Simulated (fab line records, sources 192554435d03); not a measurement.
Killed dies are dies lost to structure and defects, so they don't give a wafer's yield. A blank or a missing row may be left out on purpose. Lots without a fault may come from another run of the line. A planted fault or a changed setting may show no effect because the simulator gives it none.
Chamber matching | flow n5_finfet | N5_BEOL_M6_CURE_75 on uv_cure-02: 3 sister chambers
The step cures SiCOH lowk, time 120 s. 6 wafers are shown with their chamber, then 12 later ones without.

WAFERS WITH THEIR CHAMBER
wafer  | chamber | lamp_power_pct (%) | wafer_temp_C_max
L085.3 | 2       | 52.30              | 371.4
L085.6 | 2       | 52.33              | 371.7
L086.5 | 1       | 52.25              | 371.2
L086.6 | 1       | 52.24              | 371.7
L087.4 | 0       | 52.33              | 371.7
L087.5 | 0       | 52.19              | 371.8

WAFERS WITHOUT THEIR CHAMBER
wafer  | lamp_power_pct (%) | wafer_temp_C_max
L092.3 | 52.19              | 371.6
L092.5 | 52.21              | 372.1
L092.6 | 52.37              | 371.5
L090.2 | 52.32              | 371.8
L090.3 | 52.36              | 371.6
L090.6 | 52.21              | 371.9
L093.1 | 52.21              | 371.2
L093.3 | 52.34              | 371.1
L093.6 | 52.33              | 371.7
L097.2 | 52.34              | 371.1
L097.3 | 52.36              | 371.8
L097.6 | 52.40              | 371.7

WHICH CHAMBER EACH WENT THROUGH
wafer  | from the rows above          | in truth
L092.3 | can't be placed: 1 or 0 or 2 | 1
L092.5 | can't be placed: 0 or 1 or 2 | 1
L092.6 | can't be placed: 2 or 1 or 0 | 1
L090.2 | can't be placed: 2 or 0 or 1 | 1
L090.3 | can't be placed: 2 or 0 or 1 | 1
L090.6 | can't be placed: 0 or 1 or 2 | 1
L093.1 | can't be placed: 1 or 2 or 0 | 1
L093.3 | can't be placed: 2 or 1 or 0 | 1
L093.6 | can't be placed: 2 or 0 or 1 | 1
L097.2 | can't be placed: 2 or 1 or 0 | 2
L097.3 | can't be placed: 2 or 0 or 1 | 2
L097.6 | can't be placed: 2 or 0 or 1 | 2
Placed correctly: 0 of 12. Can't be placed from these rows: 12 (the true chamber is among the candidates in 12). Placed wrongly: 0.
How it was worked out, from the rows above alone: a wafer's distance from a chamber is the root of the sum, over the readings, of the square of ((its reading less the chamber's mean) divided by the reading's scatter). The wafer belongs to the nearest chamber; if the next one is less than 2 further off, it can't be placed. A chamber's mean is the mean of its shown wafers. The scatter: the root of (the sum of the squares of (reading less its chamber's mean) over the shown wafers, divided by (wafers less chambers)).
